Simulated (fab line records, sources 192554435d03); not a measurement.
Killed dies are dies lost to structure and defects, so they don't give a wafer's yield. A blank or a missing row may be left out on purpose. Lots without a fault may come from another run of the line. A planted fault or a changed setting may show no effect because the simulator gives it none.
Chamber matching | flow n5_finfet | N5_BEOL_M6_ETCH_65 on rie_diel-02: 4 sister chambers
The step etches SiARC in CF4, target depth 15.6 nm, time 26 s. 4 wafers are shown with their chamber, then 8 later ones without.

WAFERS WITH THEIR CHAMBER
wafer  | chamber | drypump_motor_current_A (A)
L081.5 | 2       | 5.9
L084.4 | 1       | 6.6
L084.5 | 0       | 6.4
L086.1 | 3       | 5.7

WAFERS WITHOUT THEIR CHAMBER
wafer  | drypump_motor_current_A (A)
L086.2 | 6.4
L086.3 | 6.6
L088.1 | 6.4
L088.4 | 5.7
L088.6 | 6.6
L097.2 | 5.9
L097.3 | 5.8
L097.4 | 6.4

WHICH CHAMBER EACH WENT THROUGH
wafer  | from the rows above     | in truth
L086.2 | 0                       | 0
L086.3 | 1                       | 1
L088.1 | 0                       | 0
L088.4 | 3                       | 3
L088.6 | 1                       | 1
L097.2 | 2                       | 2
L097.3 | can't be placed: 3 or 2 | 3
L097.4 | 0                       | 0
Placed correctly: 7 of 8. Can't be placed from these rows: 1 (the true chamber is among the candidates in 1). Placed wrongly: 0.
How it was worked out, from the rows above alone: a wafer's distance from a chamber is the root of the sum, over the readings, of the square of ((its reading less the chamber's mean) divided by the reading's scatter). The wafer belongs to the nearest chamber; if the next one is less than 2 further off, it can't be placed. A chamber's mean is the mean of its shown wafers. The scatter: with one shown wafer a chamber, the root of the mean of the squares of how far each hidden wafer lies from its nearest shown one.
